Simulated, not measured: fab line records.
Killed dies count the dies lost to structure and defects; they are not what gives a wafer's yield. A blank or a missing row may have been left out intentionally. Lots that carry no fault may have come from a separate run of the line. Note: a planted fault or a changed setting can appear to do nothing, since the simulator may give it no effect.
A struck lot beside a sound one | flow n5 finfet | 16 out of 1938 route steps
Sound: the wafers L615.1, L615.5, L615.6. Struck: wafer L626.6 (left out: L626.2, a lot-mate that was not struck); the cause follows at the end.
At each step with rows: each side's tool, then ch and its chambers, then its first start. Under that, the readings that differ: sound wafers | struck wafers | difference of the means | sigmas: that difference in standard deviations of wafers without a fault.
alike: words and numbers the same on both sides, and readings whose means are apart by under 2 such deviations; not compared: readings that were withheld, readings missing a value for some wafer, numbers with overlapping values and no deviation given by the record, and bounds like >300 which may hide the same value.
A row with sigmas, a row that says differs or no value, or rows on one side alone: a step with any of these is where the two part. Numbers that don't overlap but have no deviation are shown without sigmas and don't part them. A reading that every wafer of one side lacks parts them only if that side has two wafers or more.

first, 8 steps without rows for these wafers: N5_BEOL_M2_COAT_62 (time 60 s, resist thk 12 nm); N5_BEOL_M2_COAT_73 (time 60 s, resist thk 5 nm); N5_BEOL_M2_COAT_05 (resist thk 30 nm); N5_BEOL_M2_EBR_07; N5_BEOL_M2_SOFTBAKE_06 (time 60 s); N5_BEOL_M2_EXPOSE_08 (exposes mask M2); N5_BEOL_M2_PEB_09 (peb time 60 s); N5_BEOL_M2_DEVELOP_10 (develop time 30 s).
N5_BEOL_M2_CD_MEAS_11 targets a cd of 16.79 nm.
  sound on cd sem-01 ch 0, day 7 03:22; struck on cd sem-01 ch 0, day 10 05:11
  alike: cd nm
N5_BEOL_M2_OVL_MEAS_12:
  sound on overlay-02 ch 0, day 7 03:25; struck on overlay-02 ch 0, day 10 05:14
  alike: M2_OVL
N5_BEOL_M2_INSPECT_13: inspects for defects (brightfield).
  struck on defect inspect-01, day 10 05:17; sound on defect inspect-02, day 7 03:28
  alike: raw defect count
N5_BEOL_M2_DESCUM_16: chemistry O2, time 7 s.
  sound on rie diel-02 ch 0,1,2, day 7 04:18; struck on rie diel-02 ch 0, day 10 05:24
  alike: drypump motor current A, oes product au, rf vpp V, showerhead plenum p Torr, throttle valve pct
  not compared: rf hours counter h
N5_BEOL_M2_ETCH_74: etches underlayer in N2/H2, target depth 6.5 nm, time 5.2 s.
  sound on rie diel-02 ch 0,1,2, day 7 04:20; struck on rie diel-02 ch 0, day 10 05:26
  reading               | sound          | struck | difference | sigmas
  etch rf on time s (s) | 5.18 5.24 5.07 | 5.95   | +0.79      | +7
  alike: drypump motor current A, oes product au, rf vpp V, showerhead plenum p Torr, throttle valve pct
  not compared: rf hours counter h
N5_BEOL_M2_ETCH_63: etches SiARC in CF4, target depth 15.6 nm, time 26 s.
  sound on rie diel-02 ch 0,1,2, day 7 04:21; struck on rie diel-02 ch 0, day 10 05:27
  alike: cf4 flow sccm, drypump motor current A, etch rf on time s, oes product au, rf vpp V, showerhead plenum p Torr, throttle valve pct
  not compared: rf hours counter h
N5_BEOL_M4_RC_MEAS_101:
  sound on prober-01 ch 0, day 8 16:07; struck on prober-02 ch 0, day 11 15:09
  alike: DIBL_N, DIBL_P, IOFF_N, IOFF_P, ION_N, ION_P, SS_N, SS_P, VT_N, VT_P
-- a jump in the record: the struck wafers' starts before and after are 5 days apart (it breaks off in module BEOL_M4 and resumes in module PASSIVATION, where the first step shown is number 1936 of the route) --
N5_PASSIVATION_PROBE_49:
  struck on prober-02, day 16 05:39; sound on prober-02, day 12 17:05
  alike: defect limited yield, killed_at_M0_to_M3, killed_at_M4_up, killed at contacts, killed at front end, killed at other, killed dies, killed open, killed short, sort_bin_5_function, sort_bin_6_memory, sort_bin_8_speed, sort n pass, sort yield pct

## WHERE THEY PART
At N5_BEOL_M2_ETCH_74 and nowhere else, as far as this record goes. Later steps at which nothing parts them and some readings are alike: N5_BEOL_M2_ETCH_63, N5_BEOL_M4_RC_MEAS_101, N5_PASSIVATION_PROBE_49.

WHY: the cause the simulator had injected
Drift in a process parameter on rie diel-02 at N5_BEOL_M2_ETCH_74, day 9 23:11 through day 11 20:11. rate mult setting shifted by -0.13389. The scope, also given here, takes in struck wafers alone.
